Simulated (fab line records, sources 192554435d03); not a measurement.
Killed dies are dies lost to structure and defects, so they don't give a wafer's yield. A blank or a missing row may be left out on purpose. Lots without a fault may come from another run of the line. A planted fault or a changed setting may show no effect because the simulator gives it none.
Chamber matching | flow n5_finfet | N5_BEOL_M10_ETCH_62 on rie_diel-01: 4 sister chambers
The step etches SOC in N2/H2, target depth 110 nm, overetch 22 nm, time 165 s. 8 wafers are shown with their chamber, then 7 later ones without.

WAFERS WITH THEIR CHAMBER
wafer  | chamber | throttle_valve_pct (%) | showerhead_plenum_p_Torr (Torr)
L074.3 | 0       | 17.91                  | 2.57
L088.2 | 0       | 17.98                  | 2.56
L088.3 | 1       | 17.63                  | 2.56
L086.1 | 1       | 17.64                  | 2.56
L086.3 | 2       | 18.13                  | 2.54
L086.5 | 3       | 18.07                  | 2.50
L090.3 | 2       | 18.11                  | 2.54
L090.4 | 3       | 18.09                  | 2.50

WAFERS WITHOUT THEIR CHAMBER
wafer  | throttle_valve_pct (%) | showerhead_plenum_p_Torr (Torr)
L090.6 | 17.64                  | 2.56
L093.2 | 18.10                  | 2.50
L093.3 | 17.68                  | 2.55
L093.4 | 18.01                  | 2.55
L094.3 | 17.65                  | 2.55
L094.5 | 18.14                  | 2.54
L094.6 | 18.01                  | 2.55

WHICH CHAMBER EACH WENT THROUGH
wafer  | from the rows above     | in truth
L090.6 | 1                       | 1
L093.2 | 3                       | 3
L093.3 | 1                       | 1
L093.4 | can't be placed: 0 or 2 | 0
L094.3 | 1                       | 1
L094.5 | 2                       | 2
L094.6 | can't be placed: 0 or 2 | 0
Placed correctly: 5 of 7. Can't be placed from these rows: 2 (the true chamber is among the candidates in 2). Placed wrongly: 0.
How it was worked out, from the rows above alone: a wafer's distance from a chamber is the root of the sum, over the readings, of the square of ((its reading less the chamber's mean) divided by the reading's scatter). The wafer belongs to the nearest chamber; if the next one is less than 2 further off, it can't be placed. A chamber's mean is the mean of its shown wafers. The scatter: the root of (the sum of the squares of (reading less its chamber's mean) over the shown wafers, divided by (wafers less chambers)).
